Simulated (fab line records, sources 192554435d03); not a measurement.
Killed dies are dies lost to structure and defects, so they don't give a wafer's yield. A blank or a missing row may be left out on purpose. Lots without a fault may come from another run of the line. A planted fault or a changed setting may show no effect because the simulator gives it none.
Chamber matching | flow n5_finfet | N5_BEOL_M13_DESCUM_15 on rie_diel-06: 4 sister chambers
The step chemistry O2, time 7.9 s. 22 wafers are shown with their chamber, then 11 later ones without.

WAFERS WITH THEIR CHAMBER
wafer  | chamber | showerhead_plenum_p_Torr (Torr) | throttle_valve_pct (%) | drypump_motor_current_A (A)
L076.2 | 0       | 1.99                            | 20.61                  | 6.2
L076.5 | 3       | 2.19                            | 20.33                  | 5.7
L076.6 | 2       | 2.04                            | 20.01                  | 5.0
L077.2 | 0       | 1.99                            | 20.61                  | 6.2
L077.3 | 2       | 2.04                            | 20.00                  | 5.0
L077.6 | 0       | 1.99                            | 20.61                  | 6.2
L078.2 | 2       | 2.04                            | 20.00                  | 5.0
L078.3 | 0       | 1.99                            | 20.61                  | 6.2
L078.6 | 1       | 2.07                            | 20.51                  | 5.0
L080.1 | 2       | 2.04                            | 20.00                  | 4.9
L080.4 | 0       | 1.99                            | 20.62                  | 6.3
L080.5 | 3       | 2.19                            | 20.35                  | 5.7
L081.3 | 1       | 2.07                            | 20.53                  | 5.1
L081.4 | 0       | 1.99                            | 20.61                  | 6.2
L081.6 | 3       | 2.18                            | 20.37                  | 5.7
L085.3 | 3       | 2.18                            | 20.38                  | 5.7
L085.5 | 2       | 2.04                            | 20.00                  | 4.9
L085.6 | 1       | 2.07                            | 20.52                  | 5.0
L083.1 | 3       | 2.18                            | 20.37                  | 5.7
L083.3 | 1       | 2.07                            | 20.53                  | 5.0
L083.5 | 3       | 2.18                            | 20.35                  | 5.7
L087.3 | 2       | 2.03                            | 20.03                  | 4.9

SIGNATURES (means of the wafers above)
reading                  | chamber 0 | chamber 1 | chamber 2 | chamber 3 | scatter within a chamber
showerhead_plenum_p_Torr | 1.9900    | 2.0700    | 2.0383    | 2.1833    | 0.00347
throttle_valve_pct       | 20.6117   | 20.5225   | 20.0067   | 20.3583   | 0.0124
drypump_motor_current_A  | 6.217     | 5.025     | 4.950     | 5.700     | 0.0414
Rule: a wafer's distance from a chamber is the root of the sum, over the readings, of the square of ((its reading less the chamber's mean) divided by the reading's scatter). The wafer belongs to the nearest chamber; if the next one is less than 2 further off, it can't be placed. The scatter: the root of (the sum of the squares of (reading less its chamber's mean) over the shown wafers, divided by (wafers less chambers)).

WAFERS WITHOUT THEIR CHAMBER
wafer  | showerhead_plenum_p_Torr (Torr) | throttle_valve_pct (%) | drypump_motor_current_A (A)
L087.4 | 2.04                            | 20.04                  | 5.0
L087.5 | 2.18                            | 20.38                  | 5.7
L093.2 | 2.06                            | 20.19                  | 5.1
L093.4 | 2.18                            | 20.40                  | 5.7
L093.6 | 1.98                            | 20.66                  | 6.2
L091.3 | 1.98                            | 20.66                  | 6.2
L091.5 | 2.18                            | 20.38                  | 5.8
L091.6 | 2.03                            | 20.04                  | 5.0
L096.1 | 1.98                            | 20.68                  | 6.2
L096.4 | 2.03                            | 20.06                  | 5.0
L096.5 | 2.06                            | 20.18                  | 5.1

WHICH CHAMBER EACH WENT THROUGH
wafer  | from the rows above | in truth
L087.4 | 2                   | 2
L087.5 | 3                   | 3
L093.2 | 2                   | 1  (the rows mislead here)
L093.4 | 3                   | 3
L093.6 | 0                   | 0
L091.3 | 0                   | 0
L091.5 | 3                   | 3
L091.6 | 2                   | 2
L096.1 | 0                   | 0
L096.4 | 2                   | 2
L096.5 | 2                   | 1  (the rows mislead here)
Placed correctly: 9 of 11. Can't be placed from these rows: 0. Placed wrongly: 2.
